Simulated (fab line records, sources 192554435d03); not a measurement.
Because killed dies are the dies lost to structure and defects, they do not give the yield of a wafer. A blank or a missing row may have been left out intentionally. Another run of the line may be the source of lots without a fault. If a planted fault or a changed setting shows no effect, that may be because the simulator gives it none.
Which tool is to blame? || flow n5-finfet || route of 1938 steps, sampled at 1 step: 10 lots, 30 wafers

WHAT THE GAUGES READ, wafer by wafer
N5_BEOL_M5_OVL_MEAS_29.
{"lot": "L825", "measured": "day 8 14:07", "on": "overlay-01", "V4_OVL (nm)": "0.9 0.0 1.1"}
{"lot": "L828", "measured": "day 9 12:29", "on": "overlay-02", "V4_OVL (nm)": "-0.7 -0.9 -1.3"}
{"lot": "L829", "measured": "day 10 01:44", "on": "overlay-02", "V4_OVL (nm)": "0.6 0.9 0.6"}
{"lot": "L830", "measured": "day 10 07:22", "on": "overlay-02", "V4_OVL (nm)": "-1.1 -0.4 -1.2"}
{"lot": "L831", "measured": "day 10 19:10", "on": "overlay-02", "V4_OVL (nm)": "-0.3 -0.4 0.3"}
{"lot": "L832", "measured": "day 11 00:58", "on": "overlay-01", "V4_OVL (nm)": "-0.6 -0.2 0.0"}
{"lot": "L834", "measured": "day 11 01:35", "on": "overlay-02", "V4_OVL (nm)": "0.3 0.0 -0.3"}
{"lot": "L840", "measured": "day 12 14:14", "on": "overlay-01", "V4_OVL (nm)": "1.2 -0.2 -1.0"}
{"lot": "L842", "measured": "day 13 16:16", "on": "overlay-01", "V4_OVL (nm)": "-1.2 -1.5 -0.6"}
{"lot": "L844", "measured": "day 13 21:13", "on": "overlay-02", "V4_OVL (nm)": "-1.2 -0.5 0.4"}

EACH LOT AND THE TOOL THAT RAN IT (in order: tool; ch and the chambers of the sampled wafers; start)
The record shows no process step preceding these readings.

THE ANSWER, worked out from the rows above alone
Rule: the lots themselves supply what counts as usual. The widest of any qualifying gaps counts: lots, ordered by their means at a reading, are off when they make up no more than a third of the lots, leave a main group of 4 or more, and stand apart from it by 3 or more times the standard deviation of that group's means. A main group whose means are all the same, to the digits that the tables above print for the reading, isn't used. Also off: a lot with no number at a reading for which 4 or more lots have one. Any other lot the step has rows for is counted as sound.
None of the lots is off at any reading shown; this tells nothing.

WHAT THE SIMULATOR PUT IN
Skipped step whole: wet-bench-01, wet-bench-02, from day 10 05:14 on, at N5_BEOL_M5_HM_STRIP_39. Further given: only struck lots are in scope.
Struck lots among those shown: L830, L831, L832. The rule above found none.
